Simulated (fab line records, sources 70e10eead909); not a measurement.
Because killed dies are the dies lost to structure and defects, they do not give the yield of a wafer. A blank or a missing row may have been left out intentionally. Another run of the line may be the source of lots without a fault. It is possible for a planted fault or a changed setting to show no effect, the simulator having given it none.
What tool caused it? || flow nand harc || 42 wafers from 14 lots sampled at 6 of the route's 1302 steps

== WHAT THE GAUGES READ, wafer by wafer ==
NHARC_P_BONDPAD_CD_MEAS_13.
{"lot": "L102", "measured": "day 6 15:19", "on": "cd sem-03", "cd nm (nm)": "501.1 499.9 498.4"}
{"lot": "L104", "measured": "day 7 10:57", "on": "cd sem-01", "cd nm (nm)": "500.5 498.5 499.6"}
{"lot": "L106", "measured": "day 8 06:31", "on": "cd sem-01", "cd nm (nm)": "498.7 501.6 498.2"}
{"lot": "L108", "measured": "day 9 01:52", "on": "cd sem-02", "cd nm (nm)": "503.9 501.6 501.7"}
{"lot": "L109", "measured": "day 9 17:47", "on": "cd sem-02", "cd nm (nm)": "499.6 501.0 501.1"}
{"lot": "L110", "measured": "day 9 23:32", "on": "cd sem-02", "cd nm (nm)": "499.8 498.8 501.7"}
{"lot": "L113", "measured": "day 11 04:37", "on": "cd sem-01", "cd nm (nm)": "497.6 501.8 501.7"}
{"lot": "L112", "measured": "day 11 06:42", "on": "cd sem-02", "cd nm (nm)": "503.4 502.9 498.4"}
{"lot": "L114", "measured": "day 11 12:40", "on": "cd sem-01", "cd nm (nm)": "498.1 498.0 498.2"}
{"lot": "L118", "measured": "day 13 10:20", "on": "cd sem-02", "cd nm (nm)": "500.1 501.9 499.3"}
{"lot": "L119", "measured": "day 13 12:21", "on": "cd sem-02", "cd nm (nm)": "499.1 501.0 501.3"}
{"lot": "L121", "measured": "day 14 10:50", "on": "cd sem-02", "cd nm (nm)": "498.8 499.9 502.1"}
{"lot": "L124", "measured": "day 15 17:37", "on": "cd sem-02", "cd nm (nm)": "501.0 500.1 500.2"}
{"lot": "L125", "measured": "day 16 01:31", "on": "cd sem-02", "cd nm (nm)": "500.0 494.5 494.8"}

NHARC_A_SOURCE_PLATE_THK_MEAS_09: measures by ellipsometry.
{"lot": "L102", "measured": "day 7 02:35", "on": "film metro-02", "thk nm (nm)": "9.2 11.3 10.9"}
{"lot": "L104", "measured": "day 7 22:43", "on": "film metro-01", "thk nm (nm)": "8.9 9.1 7.9"}
{"lot": "L106", "measured": "day 8 18:41", "on": "film metro-02", "thk nm (nm)": "12.4 8.9 11.3"}
{"lot": "L108", "measured": "day 9 14:06", "on": "film metro-02", "thk nm (nm)": "8.9 9.1 8.7"}
{"lot": "L109", "measured": "day 10 06:50", "on": "film metro-01", "thk nm (nm)": "9.4 9.2 10.2"}
{"lot": "L110", "measured": "day 10 11:31", "on": "film metro-02", "thk nm (nm)": "10.2 11.9 9.0"}
{"lot": "L113", "measured": "day 11 17:44", "on": "film metro-02", "thk nm (nm)": "9.8 10.3 10.0"}
{"lot": "L112", "measured": "day 11 17:45", "on": "film metro-01", "thk nm (nm)": "9.1 9.0 10.1"}
{"lot": "L114", "measured": "day 12 00:50", "on": "film metro-02", "thk nm (nm)": "9.6 10.4 10.7"}
{"lot": "L118", "measured": "day 13 23:36", "on": "film metro-02", "thk nm (nm)": "8.4 9.6 9.0"}
{"lot": "L119", "measured": "day 13 23:35", "on": "film metro-01", "thk nm (nm)": "8.9 10.9 8.3"}
{"lot": "L121", "measured": "day 14 23:11", "on": "film metro-02", "thk nm (nm)": "10.5 10.1 9.6"}
{"lot": "L124", "measured": "day 16 05:44", "on": "film metro-02", "thk nm (nm)": "11.0 10.6 8.9"}
{"lot": "L125", "measured": "day 16 16:04", "on": "film metro-01", "thk nm (nm)": "9.4 10.3 9.0"}

NHARC_A_ONON_D1_THK_MEAS_24: measures by ellipsometry.
{"lot": "L102", "measured": "day 8 02:48", "on": "film metro-02", "thk nm (nm)": "998 998 996"}
{"lot": "L104", "measured": "day 8 23:58", "on": "film metro-01", "thk nm (nm)": "997 998 997"}
{"lot": "L106", "measured": "day 9 20:06", "on": "film metro-01", "thk nm (nm)": "999 999 999"}
{"lot": "L108", "measured": "day 10 14:48", "on": "film metro-02", "thk nm (nm)": "1000 998 999"}
{"lot": "L109", "measured": "day 11 07:28", "on": "film metro-02", "thk nm (nm)": "1000 1002 1001"}
{"lot": "L110", "measured": "day 11 14:59", "on": "film metro-01", "thk nm (nm)": "989 990 990"}
{"lot": "L113", "measured": "day 12 18:55", "on": "film metro-01", "thk nm (nm)": "1003 1002 1003"}
{"lot": "L112", "measured": "day 12 18:55", "on": "film metro-02", "thk nm (nm)": "1014 1014 1014"}
{"lot": "L114", "measured": "day 13 00:57", "on": "film metro-02", "thk nm (nm)": "1001 1000 1002"}
{"lot": "L118", "measured": "day 15 01:49", "on": "film metro-02", "thk nm (nm)": "1548 1549 1549"}
{"lot": "L119", "measured": "day 15 01:49", "on": "film metro-01", "thk nm (nm)": "1010 1010 1011"}
{"lot": "L121", "measured": "day 16 04:34", "on": "film metro-02", "thk nm (nm)": "1557 1560 1558"}
{"lot": "L124", "measured": "day 17 08:39", "on": "film metro-01", "thk nm (nm)": "1011 1009 1010"}
{"lot": "L125", "measured": "day 17 18:43", "on": "film metro-01", "thk nm (nm)": "1010 1010 1010"}

NHARC_END_SORT_01.
{"lot": "L118", "measured": "day 31 14:28", "on": "prober-02", "killed at array": "671 676 673", "killed at other": "0 0 0", "killed at periphery": "6 1 4", "killed dies": "677 677 677", "killed open": "3 5 1", "killed short": "2 3 4"}
{"lot": "L121", "measured": "day 32 08:44", "on": "prober-01", "killed at array": "675 676 676", "killed at other": "1 1 0", "killed at periphery": "1 0 1", "killed dies": "677 677 677", "killed open": "3 5 5", "killed short": "4 1 2"}

== EACH LOT AND THE TOOL THAT RAN IT (in order: tool; ch and the chambers of the sampled wafers; start) ==
{"lot": "L102", "NHARC_P_BONDPAD_DEGAS_25": "pvd sputter-02, day 6 15:59", "NHARC_A_ONON_D1_DEP_22": "pecvd onon-02 ch 0, day 8 02:17"}
{"lot": "L104", "NHARC_P_BONDPAD_DEGAS_25": "pvd sputter-03, day 7 11:35", "NHARC_A_ONON_D1_DEP_22": "pecvd onon-03 ch 0, day 8 23:31"}
{"lot": "L106", "NHARC_P_BONDPAD_DEGAS_25": "pvd sputter-02, day 8 07:08", "NHARC_A_ONON_D1_DEP_22": "pecvd onon-03 ch 0, day 9 19:35"}
{"lot": "L108", "NHARC_P_BONDPAD_DEGAS_25": "pvd sputter-01, day 9 02:29", "NHARC_A_ONON_D1_DEP_22": "pecvd onon-02 ch 0, day 10 14:17"}
{"lot": "L109", "NHARC_P_BONDPAD_DEGAS_25": "pvd sputter-02, day 9 18:24", "NHARC_A_ONON_D1_DEP_22": "pecvd onon-03 ch 0, day 11 07:01"}
{"lot": "L110", "NHARC_P_BONDPAD_DEGAS_25": "pvd sputter-02, day 10 00:09", "NHARC_A_ONON_D1_DEP_22": "pecvd onon-02 ch 0, day 11 14:31"}
{"lot": "L113", "NHARC_P_BONDPAD_DEGAS_25": "pvd sputter-01, day 11 05:15", "NHARC_A_ONON_D1_DEP_22": "pecvd onon-04 ch 0, day 12 18:25"}
{"lot": "L112", "NHARC_P_BONDPAD_DEGAS_25": "pvd sputter-02, day 11 07:19", "NHARC_A_ONON_D1_DEP_22": "pecvd onon-02 ch 0, day 12 18:32"}
{"lot": "L114", "NHARC_P_BONDPAD_DEGAS_25": "pvd sputter-02, day 11 13:18", "NHARC_A_ONON_D1_DEP_22": "pecvd onon-04 ch 0, day 13 00:26"}
{"lot": "L118", "NHARC_P_BONDPAD_DEGAS_25": "pvd sputter-01, day 13 10:58", "NHARC_A_ONON_D1_DEP_22": "pecvd onon-03 ch 0, day 15 01:29"}
{"lot": "L119", "NHARC_P_BONDPAD_DEGAS_25": "pvd sputter-03, day 13 12:59", "NHARC_A_ONON_D1_DEP_22": "pecvd onon-02 ch 0, day 15 01:22"}
{"lot": "L121", "NHARC_P_BONDPAD_DEGAS_25": "pvd sputter-01, day 14 11:28", "NHARC_A_ONON_D1_DEP_22": "pecvd onon-03 ch 0, day 16 04:11"}
{"lot": "L124", "NHARC_P_BONDPAD_DEGAS_25": "pvd sputter-01, day 15 18:14", "NHARC_A_ONON_D1_DEP_22": "pecvd onon-02 ch 0, day 17 08:08"}
{"lot": "L125", "NHARC_P_BONDPAD_DEGAS_25": "pvd sputter-03, day 16 02:08", "NHARC_A_ONON_D1_DEP_22": "pecvd onon-02 ch 0, day 17 18:16"}
- NHARC_P_BONDPAD_DEGAS_25: time 60 s.
- NHARC_A_ONON_D1_DEP_22: target thk 1000 nm.

== AS READ BY THE TOOLS THEMSELVES (means over the sampled wafers that have a number; for cases with no such wafer, the mark the record gives instead) ==
NHARC_P_BONDPAD_DEGAS_25.
{"lot": "L102", "tool": "pvd sputter-02", "heater power w (W)": 453}
{"lot": "L104", "tool": "pvd sputter-03", "heater power w (W)": 474}
{"lot": "L106", "tool": "pvd sputter-02", "heater power w (W)": 467}
{"lot": "L108", "tool": "pvd sputter-01", "heater power w (W)": 483}
{"lot": "L109", "tool": "pvd sputter-02", "heater power w (W)": 483}
{"lot": "L110", "tool": "pvd sputter-02", "heater power w (W)": 512}
{"lot": "L113", "tool": "pvd sputter-01", "heater power w (W)": 480}
{"lot": "L112", "tool": "pvd sputter-02", "heater power w (W)": 524}
{"lot": "L114", "tool": "pvd sputter-02", "heater power w (W)": 467}
{"lot": "L118", "tool": "pvd sputter-01", "heater power w (W)": 465}
{"lot": "L119", "tool": "pvd sputter-03", "heater power w (W)": 495}
{"lot": "L121", "tool": "pvd sputter-01", "heater power w (W)": 468}
{"lot": "L124", "tool": "pvd sputter-01", "heater power w (W)": 491}
{"lot": "L125", "tool": "pvd sputter-03", "heater power w (W)": 471}

== THE ANSWER, worked out from the rows above alone ==
Rule: what is usual is taken from the lots themselves. The widest of any qualifying gaps counts: lots, ordered by their means at a reading, are off when they make up no more than a third of the lots, leave a main group of 4 or more, and stand apart from it by 3 or more times the standard deviation of that group's means. The tables above print the reading to a certain number of digits; a main group whose means all agree to those digits is not used. Also off: a lot with no number at a reading for which 4 or more lots have one. Any other lot the step has rows for is counted as sound. The gauges are gone through in route order, then the tools' own readings, and for those a lot's mean is taken as printed above. The first step at which some lot is off is used, and at that step the reading that is off furthest; a lot without a number counts as furthest.
Off, at NHARC_A_ONON_D1_THK_MEAS_24 on thk nm: L118, L121. The main group: mean 1003 nm, standard deviation 6.8.
A tool fits if, at a process step before that reading, it ran every lot that is off, and no sound lot after the first of them. Gauges at NHARC_A_ONON_D1_THK_MEAS_24: tried the same way as those tools. This does not decide it: 2 tools fit, namely pecvd onon-03 at NHARC_A_ONON_D1_DEP_22 and film metro-02 at NHARC_A_ONON_D1_THK_MEAS_24.

== WHAT THE SIMULATOR HAD INSERTED ==
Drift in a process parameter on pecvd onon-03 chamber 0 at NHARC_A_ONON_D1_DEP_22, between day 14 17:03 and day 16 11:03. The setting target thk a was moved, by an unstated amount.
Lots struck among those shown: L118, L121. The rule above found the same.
